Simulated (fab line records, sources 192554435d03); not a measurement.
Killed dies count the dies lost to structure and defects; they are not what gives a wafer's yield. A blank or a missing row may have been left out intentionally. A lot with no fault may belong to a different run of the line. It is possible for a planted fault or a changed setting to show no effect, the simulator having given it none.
One fault seen from 3 desks | flow n5 finfet | each desk holds nothing but its own numbers, with what lay behind them at the end

== THE METROLOGY DESK ==
What the gauges read for every lot (on any tool): the sampled wafers with a number, averaged. A lot is out of limits, marked OUT, if its mean lies more than 4 standard deviations from the usual mean; the brackets give that distance. Readings shown: 7 of its 26, picked as those furthest out on some lot.
Columns: A = COMB_M11 at N5_BEOL_M15_RC_MEAS_101, usual 1.4e-11 S/m; B = COMB_M6 at N5_BEOL_M15_RC_MEAS_101, usual 2.5e-11 S/m; C = COMB_M7_max_site at N5_BEOL_M15_RC_MEAS_101, usual 3.6e-11 S/m; D = SERP_M13 at N5_BEOL_M15_RC_MEAS_101, usual 0.312 ohm/um; E = SERP_M5_max_site at N5_BEOL_M15_RC_MEAS_101, usual 41.1 ohm/um; F = SERP_M6 at N5_BEOL_M15_RC_MEAS_101, usual 13.8 ohm/um; G = SERP_M9 at N5_BEOL_M15_RC_MEAS_101, usual 3.03 ohm/um
lot  | first seen here | A       | B       | C       | D     | E    | F    | G
L416 | day 12 14:28    | 9.7e-12 | 2.5e-11 | 3.5e-11 | 0.313 | 41.0 | 13.6 | 3.07
L418 | day 12 17:37    | 1.3e-11 | 2.3e-11 | 3.8e-11 | 0.311 | 41.4 | 14.2 | 3.05
L427 | day 15 02:19    | 1.5e-11 | 3.6e-11 | 3.8e-11 | 0.327 | 43.0 | 13.0 | 3.23
L430 | day 15 12:34    | 1.2e-11 | 2.3e-11 | 3.4e-11 | 0.314 | 45.1 | 14.7 | 2.95
L437 | day 17 04:56    | 1.0e-11 | 2.3e-11 | 2.6e-11 | 0.320 | 39.7 | 13.3 | 3.13
L435 | day 17 09:22    | 1.5e-11 | 2.2e-11 | 5.6e-11 | 0.310 | 41.4 | 14.1 | 2.97
This desk's finding: nothing out of limits on any of the 6 lots.

== THE DEFECT DESK ==
Lot by lot, what the route's inspections counted, given as the mean of those sampled wafers with a number. A lot is out of limits, marked OUT, if its mean lies more than 4 standard deviations from the usual mean; the brackets give that distance.
Columns: A = raw defect count at N5_BEOL_M15_INSPECT_55, usual 68
lot  | first seen here | A
L416 | day 12 14:37    | 52
L418 | day 12 17:46    | 61
L427 | day 15 02:29    | 67
L430 | day 15 12:44    | 62
L437 | day 17 05:05    | 51
L435 | day 17 09:31    | 71
This desk's finding: nothing out of limits on any of the 6 lots.

== AT THE TOOL OWNER'S DESK: ald hk-02 ==
The tool's own readings at N5_MIM_TOP_ALD_01 (deposits HfO2, target thk 5.6 nm, pulse time 1 s, purge time 3 s): means of the sampled wafers that have a number, for each lot that ran on this tool. A lot is out of limits, marked OUT, if its mean lies more than 4 standard deviations from the usual mean; the brackets give that distance.
Columns: A = precursor pulse height rel at N5_MIM_TOP_ALD_01, usual 0.998
lot  | first seen here | A
L418 | day 12 21:00    | 0.996
L427 | day 15 04:00    | 1.003
L430 | day 15 14:00    | 0.972
This desk's finding: nothing out of limits on any of the 3 lots.

== BROUGHT TOGETHER ==
Nothing out of limits was seen by the metrology desk.
The defect desk saw nothing out of limits.
The tool owner's desk saw nothing out of limits.

== WHAT THE SIMULATOR PUT IN ==
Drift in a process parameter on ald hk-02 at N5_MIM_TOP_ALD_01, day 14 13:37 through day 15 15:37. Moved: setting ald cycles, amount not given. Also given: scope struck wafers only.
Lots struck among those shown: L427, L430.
